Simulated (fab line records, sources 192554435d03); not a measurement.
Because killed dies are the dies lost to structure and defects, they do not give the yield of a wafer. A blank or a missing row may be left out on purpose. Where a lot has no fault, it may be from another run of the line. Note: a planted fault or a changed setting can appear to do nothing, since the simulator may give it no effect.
Which tool was responsible? -- flow n5 finfet -- 6 lots with 18 wafers sampled at 4 steps, on a route of 1938 steps

== WHAT THE GAUGES SHOWED, per wafer ==
N5_BEOL_M13_THK_MEAS_50: measures by xrf.
lot,measured,on,M13_THK (nm)
L119,day 11 03:53,film metro-01,425 429 426
L122,day 12 12:20,film metro-02,432 805 807
L134,day 15 02:04,film metro-01,430 438 425
L137,day 16 04:19,film metro-02,422 421 422
L140,day 16 12:25,film metro-01,419 430 421
L136,day 16 13:35,film metro-01,435 420 422

== TOOL THAT RAN EACH LOT (tool first, then ch and the chambers of the sampled wafers, then the start) ==
lot,N5_BEOL_M13_STRIP_37,N5_BEOL_M13_ANNEAL_48,N5_BEOL_M13_CMP_49
L119,"plasma asher-02 ch 0,1, day 11 00:14","rtp anneal-02 ch 0, day 11 03:09","cmp-01 ch 1,3, day 11 03:37"
L122,"plasma asher-01 ch 0,1, day 12 08:49","rtp anneal-01 ch 0, day 12 11:44","cmp-01 ch 0,1,3, day 12 12:07"
L134,"plasma asher-01 ch 0,1, day 15 00:33","rtp anneal-02 ch 0, day 15 01:32","cmp-02 ch 0,1, day 15 01:47"
L137,"plasma asher-01 ch 0,1, day 16 02:19","rtp anneal-01 ch 0, day 16 03:44","cmp-01 ch 2,3, day 16 04:02"
L140,"plasma asher-01 ch 0,1, day 16 09:28","rtp anneal-01 ch 0, day 16 11:49","cmp-01 ch 1,2, day 16 12:09"
L136,"plasma asher-01 ch 0,1, day 16 10:29","rtp anneal-01 ch 0, day 16 13:05","cmp-03 ch 1,3, day 16 13:17"
- N5_BEOL_M13_STRIP_37: strips in N2/H2.
- N5_BEOL_M13_ANNEAL_48: time 90 s.
- N5_BEOL_M13_CMP_49: polishes, stops on SiOC, t overpolish 17.1 s, target thk 420 nm.

== THE ANSWER, worked out from the rows above alone ==
Rule: the lots themselves supply what counts as usual. Put in order of their means at a reading, lots are off if they are a third of the lots or fewer, leave a main group of 4 or more, and stand apart from it by a gap of 3 or more times the standard deviation of the main group's means; of several such gaps the widest counts. A main group is skipped when, at the precision printed for the reading in the tables above, its means are all equal. Also off: a lot with no number at a reading for which 4 or more lots have one. The other lots that the step has rows for count as sound.
Off: L122, at N5_BEOL_M13_THK_MEAS_50 (M13_THK). For the main group the mean is 426 nm and the standard deviation 3.2.
If a tool, at a process step before that reading, ran all the lots that are off and no sound lot after the first of them, it fits. Gauges at N5_BEOL_M13_THK_MEAS_50: tried the same way as those tools. Not one of the candidates tried fits.

== WHAT THE SIMULATOR PUT IN ==
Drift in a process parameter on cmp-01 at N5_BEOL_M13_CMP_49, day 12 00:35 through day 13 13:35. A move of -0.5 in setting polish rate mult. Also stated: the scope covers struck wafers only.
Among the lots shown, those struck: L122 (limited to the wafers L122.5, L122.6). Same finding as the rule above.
